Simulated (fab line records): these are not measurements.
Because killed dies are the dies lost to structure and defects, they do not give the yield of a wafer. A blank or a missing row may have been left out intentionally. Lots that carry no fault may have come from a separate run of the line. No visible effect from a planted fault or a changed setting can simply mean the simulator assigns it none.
What tool caused it? | flow nand harc | 18 wafers from 6 lots sampled at 4 of the route's 1302 steps

## WHAT THE GAUGES READ, wafer by wafer
NHARC_END_SORT_01.
lot  | measured     | on        | defect limited yield (%)
L290 | day 25 09:04 | prober-01 | 91.3 89.5 89.7
L296 | day 28 01:08 | prober-02 | 85.7 86.0 83.9
L300 | day 29 09:18 | prober-02 | 92.6 92.0 90.4

## WHICH TOOL RAN EACH LOT (tool, then ch and the chambers of the sampled wafers, then the start)
lot  | NHARC_P_M1_ETCH_15                           | NHARC_P_M1_CMP_23             | NHARC_P_M2_SOFTBAKE_04
L290 | rie diel-07 ch 1,3, day 7 01:18 or earlier   | cmp-04 ch 0,2, day 7 01:18    | litho track-01 ch 0, day 7 02:00
L292 | rie diel-07 ch 0,2,3, day 8 00:47 or earlier | cmp-01 ch 0,3, day 8 00:47    | litho track-01 ch 0, day 8 02:00
L294 | rie diel-07 ch 1,3, day 8 21:24 or earlier   | cmp-04 ch 2,3, day 8 21:24    | litho track-04 ch 0, day 8 22:00
L296 | rie diel-05 ch 0,2,3, day 9 17:26 or earlier | cmp-04 ch 1,2, day 9 17:26    | litho track-04 ch 0, day 9 18:00
L300 | rie diel-05 ch 2,3, day 11 11:04 or earlier  | cmp-01 ch 0,1,3, day 11 11:04 | litho track-06 ch 0, day 11 12:00
L307 | rie diel-05 ch 0,1, day 14 08:37 or earlier  | cmp-04 ch 1,3, day 14 08:37   | litho track-06 ch 0, day 14 10:00
- NHARC_P_M1_ETCH_15: etches the open film in C4F8/Ar, target depth 182.5 nm, time 91.2 s.
- NHARC_P_M1_CMP_23: polishes, t overpolish 20 s, target thk 157.82 nm.
- NHARC_P_M2_SOFTBAKE_04: time 55 s.

## THE ANSWER, worked out from the rows above alone
Rule: the lots themselves supply what counts as usual. The widest of any qualifying gaps counts: lots, ordered by their means at a reading, are off when they make up no more than a third of the lots, leave a main group of 4 or more, and stand apart from it by 3 or more times the standard deviation of that group's means. The tables above print the reading to a certain number of digits; a main group whose means all agree to those digits is not used. A lot without any number at a reading at which 4 lots or more have one is off too. The other lots that the step has rows for count as sound.
Nothing can be told from this: no lot is off at any reading shown.

## WHAT THE SIMULATOR PUT IN
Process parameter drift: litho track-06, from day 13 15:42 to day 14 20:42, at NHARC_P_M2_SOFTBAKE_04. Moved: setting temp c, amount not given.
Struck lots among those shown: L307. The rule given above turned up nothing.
